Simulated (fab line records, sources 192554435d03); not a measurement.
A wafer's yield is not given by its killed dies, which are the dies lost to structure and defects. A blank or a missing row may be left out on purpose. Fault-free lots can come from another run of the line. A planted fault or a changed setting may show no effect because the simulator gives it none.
Lot-split experiment | flow n5-finfet | 39 wafers read across 7 lots, on a route 1938 steps long

THE SPLIT
At N5_FIN_SAQP_HM_DEP_03 (deposits SiNx from SiH4/NH3/N2, target thk 38 nm, time 33.6 s), the setting target-thk-a was moved away from the recipe's 380 angstrom on 18 of the 39 wafers read, by -13.3% to +13.4%. All remaining wafers had this setting at the recipe value.

FROM THE SPLIT TO THE READING: what the file shows between them, 10 steps
- N5_FIN_SAQP_THK_MEAS_05
- N5_FIN_SAQP_PECVD_47: deposits a-Si from SiH4/He, target thk 45 nm, time 36.3 s
- N5_FIN_SAQP_PECVD_48: deposits SiNx from SiH4/NH3/N2, target thk 25 nm, time 22.1 s
- N5_FIN_SAQP_MANDREL2_REMOVE_60: chemistry HBr/Cl2/O2, target a-Si, stops on SiNx, bt time 10 s
- N5_FIN_SAQP_HM_OPEN_33: chemistry CH3F/O2, target SiNx, target depth 49.4 nm, time 70.6 s
- N5_FIN_SAQP_ETCH_34: etches SiO2 in C4F6/O2, target depth 45 nm, time 15 s
- N5_FIN_SAQP_STRIP_77: strips in N2/H2, time 90 s
- N5_FIN_SAQP_ETCH_64: etches SiO2 in CF4, target depth 1.5 nm
- N5_FIN_SAQP_FIN_ETCH_36: etches the open film in HBr/Cl2/O2, target depth 120 nm, time 50.4 s
- N5_FIN_SAQP_PRECLEAN_38: cleans in O3/DIW, time 45 s

THE READING
SiNx_of_FIN_SAQP_HM_DEP_03.thk-nm (the simulator's own value, which no gauge read), in nm, at N5_FIN_SAQP_PRECLEAN_45 (cleans in dHF, time 10 s). There is no usual value for it anywhere in the file. The 21 wafers here that ran the recipe average 20.5 nm, standard deviation 0.77 nm.

wafer  | tool, chamber at the split | target-thk-a as run, angstrom | against the recipe | SiNx_of_FIN_SAQP_HM_DEP_03.thk-nm, nm | against lot-mates on the recipe
L083.1 | pecvd-01, 2                | 430.8                         | +13.4%             | 25.6                                  | +5.5
L083.6 | pecvd-01, 1                | 430.8                         | +13.4%             | 25.6                                  | +5.5
L083.2 | pecvd-01, 1                | 380                           | recipe             | 19.2                                  | -
L083.3 | pecvd-01, 0                | 380                           | recipe             | 20.6                                  | -
L083.5 | pecvd-01, 0                | 380                           | recipe             | 20.6                                  | -
L083.4 | pecvd-01, 2                | 430.8                         | +13.4%             | 26.8                                  | +6.7
L084.1 | pecvd-01, 2                | 380                           | recipe             | 20                                    | -
L084.2 | pecvd-01, 0                | 338.7                         | -10.9%             | 17.4                                  | -2.1
L084.5 | pecvd-01, 0                | 338.7                         | -10.9%             | 17.4                                  | -2.1
L084.3 | pecvd-01, 1                | 380                           | recipe             | 19.2                                  | -
L084.4 | pecvd-01, 1                | 380                           | recipe             | 19.4                                  | -
L084.6 | pecvd-01, 2                | 338.7                         | -10.9%             | 16.8                                  | -2.7
L086.1 | pecvd-03, 1                | 380                           | recipe             | 20.2                                  | -
L086.2 | pecvd-03, 2                | 380                           | recipe             | 19.6                                  | -
L086.3 | pecvd-03, 0                | 401.6                         | +5.7%              | 23.2                                  | +3.1
L086.4 | pecvd-03, 0                | 401.6                         | +5.7%              | 24.2                                  | +4.1
L086.5 | pecvd-03, 1                | 401.6                         | +5.7%              | 22.6                                  | +2.5
L086.6 | pecvd-03, 2                | 380                           | recipe             | 20.4                                  | -
L087.1 | pecvd-01, 2                | 347.6                         | -8.5%              | 16.4                                  | -4.8
L087.2 | pecvd-01, 0                | 380                           | recipe             | 21.6                                  | -
L087.6 | pecvd-01, 2                | 380                           | recipe             | 21.6                                  | -
L087.3 | pecvd-01, 1                | 347.6                         | -8.5%              | 16.8                                  | -4.4
L087.4 | pecvd-01, 0                | 347.6                         | -8.5%              | 18                                    | -3.2
L087.5 | pecvd-01, 1                | 380                           | recipe             | 20.4                                  | -
L091.1 | pecvd-02, 1                | 380                           | recipe             | 21.2                                  | -
L091.3 | pecvd-02, 2                | 380                           | recipe             | 20.8                                  | -
L091.5 | pecvd-02, 1                | 380                           | recipe             | 20.6                                  | -
L095.1 | pecvd-03, 1                | 400.3                         | +5.3%              | 22.2                                  | +1.5
L095.2 | pecvd-03, 2                | 380                           | recipe             | 19.8                                  | -
L095.3 | pecvd-03, 0                | 400.3                         | +5.3%              | 23.8                                  | +3.1
L095.4 | pecvd-03, 0                | 380                           | recipe             | 21.8                                  | -
L095.5 | pecvd-03, 1                | 400.3                         | +5.3%              | 23                                    | +2.3
L095.6 | pecvd-03, 2                | 380                           | recipe             | 20.6                                  | -
L096.1 | pecvd-03, 2                | 380                           | recipe             | 20.4                                  | -
L096.2 | pecvd-03, 1                | 380                           | recipe             | 21.6                                  | -
L096.3 | pecvd-03, 0                | 329.6                         | -13.3%             | 17                                    | -4.0
L096.4 | pecvd-03, 1                | 329.6                         | -13.3%             | 17                                    | -4.0
L096.5 | pecvd-03, 0                | 329.6                         | -13.3%             | 17.6                                  | -3.4
L096.6 | pecvd-03, 2                | 380                           | recipe             | 21                                    | -

THE FIT
A straight line over all 39 wafers: SiNx_of_FIN_SAQP_HM_DEP_03.thk-nm changes by +0.353 nm for each +1% of target-thk-a; r = +0.95; the points scatter about the line by 0.85 nm.
The same after taking each lot's own level away (the mean of its wafers on the recipe; 39 wafers): +0.367 nm for each +1%; r = +0.94; scatter 0.89 nm.
The reading moves by 4.9 nm for the largest change in target-thk-a, on that fit.
The span of the lots' own levels, 19.53 to 21.20 nm, comes to 2.2 times the standard deviation stated above.
The two slopes are in agreement: the lot-to-lot level therefore moves the slope only a little.
Check: for one of the wafers moved furthest among these (+13.4%), held out of the fit, the line's prediction against its lot-mates is +5.2 nm. Against them it came out at +5.47 nm.

THE WHOLE CHAIN: every reading that the file lists as answering this split, in the file's order
step                    | what it does                                                         | reading                                                                            | change (the file's fit)               | r (the file's)
N5_FIN_SAQP_HM_DEP_03   | deposits SiNx from SiH4/NH3/N2, target thk 38 nm, time 33.6 s        | SiNx_of_FIN_SAQP_HM_DEP_03.thk-nm (the simulator's own value, which no gauge read) | +0.349 nm for each +1% of the setting | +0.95
N5_FIN_SAQP_THK_MEAS_05 |                                                                      | thk-nm                                                                             | withheld for each +1% of the setting  | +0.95
N5_FIN_SAQP_HM_OPEN_33  | chemistry CH3F/O2, target SiNx, target depth 49.4 nm, time 70.6 s    | etch.depth-nm (the simulator's own value, which no gauge read)                     | +0.347 nm for each +1% of the setting | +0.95
N5_FIN_SAQP_FIN_ETCH_36 | etches the open film in HBr/Cl2/O2, target depth 120 nm, time 50.4 s | SiNx_of_FIN_SAQP_HM_DEP_03.thk-nm (the simulator's own value, which no gauge read) | +0.369 nm for each +1% of the setting | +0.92
N5_FIN_SAQP_PRECLEAN_45 | cleans in dHF, time 10 s                                             | SiNx_of_FIN_SAQP_HM_DEP_03.thk-nm (the simulator's own value, which no gauge read) | +0.363 nm for each +1% of the setting | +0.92

FILE'S OWN FIT
SiNx_of_FIN_SAQP_HM_DEP_03.thk-nm changes by +0.363 nm for each +1% of target-thk-a, r = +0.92.
